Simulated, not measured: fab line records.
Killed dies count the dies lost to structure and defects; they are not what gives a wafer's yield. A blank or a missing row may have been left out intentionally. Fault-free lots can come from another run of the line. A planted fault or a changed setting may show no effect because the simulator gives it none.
Chamber matching :: flow n5-finfet :: 4 sister chambers for N5_FIN_CUT_ETCH_20 on rie-diel-01
The step etches SiARC in CF4, target depth 26 nm, time 43.3 s. 4 wafers are shown with their chamber, then 12 later ones without.

## WAFERS WITH THEIR CHAMBER
wafer: L086.3
chamber: 3
drypump-motor-current-A (A): 6.6

wafer: L088.1
chamber: 0
drypump-motor-current-A (A): 5.5

wafer: L088.2
chamber: 2
drypump-motor-current-A (A): 5.7

wafer: L088.3
chamber: 1
drypump-motor-current-A (A): 6.6

## WAFERS WHOSE CHAMBER IS MISSING
wafer: L088.4
drypump-motor-current-A (A): 6.6

wafer: L088.5
drypump-motor-current-A (A): 6.6

wafer: L088.6
drypump-motor-current-A (A): 5.6

wafer: L090.3
drypump-motor-current-A (A): 6.6

wafer: L090.4
drypump-motor-current-A (A): 6.6

wafer: L090.6
drypump-motor-current-A (A): 6.6

wafer: L091.1
drypump-motor-current-A (A): 5.5

wafer: L091.5
drypump-motor-current-A (A): 5.6

wafer: L091.6
drypump-motor-current-A (A): 6.6

wafer: L097.1
drypump-motor-current-A (A): 5.7

wafer: L097.5
drypump-motor-current-A (A): 6.6

wafer: L097.6
drypump-motor-current-A (A): 5.6

## WHICH CHAMBER EACH WENT THROUGH
wafer: L088.4
from the rows above: can't be placed: 1 or 3
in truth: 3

wafer: L088.5
from the rows above: can't be placed: 1 or 3
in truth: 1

wafer: L088.6
from the rows above: can't be placed: 0 or 2
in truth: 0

wafer: L090.3
from the rows above: can't be placed: 1 or 3
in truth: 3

wafer: L090.4
from the rows above: can't be placed: 1 or 3
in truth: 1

wafer: L090.6
from the rows above: can't be placed: 1 or 3
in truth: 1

wafer: L091.1
from the rows above: 0
in truth: 0

wafer: L091.5
from the rows above: can't be placed: 0 or 2
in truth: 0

wafer: L091.6
from the rows above: can't be placed: 1 or 3
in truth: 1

wafer: L097.1
from the rows above: 2
in truth: 2

wafer: L097.5
from the rows above: can't be placed: 1 or 3
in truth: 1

wafer: L097.6
from the rows above: can't be placed: 0 or 2
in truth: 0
Correct placement for 2 of the 12. These rows do not allow placing 10 (true chamber among the candidates in 10). Wrongly placed: 0.
How it was worked out, from the rows above alone: a wafer's distance from a chamber is the root of the sum, over the readings, of the square of ((its reading less the chamber's mean) divided by the reading's scatter). The wafer belongs to the nearest chamber; if the next one is less than 2 further off, it can't be placed. A chamber's mean is the mean of its shown wafers. The scatter: root of mean squared gap, hidden wafer to nearest shown wafer, with one shown wafer a chamber.
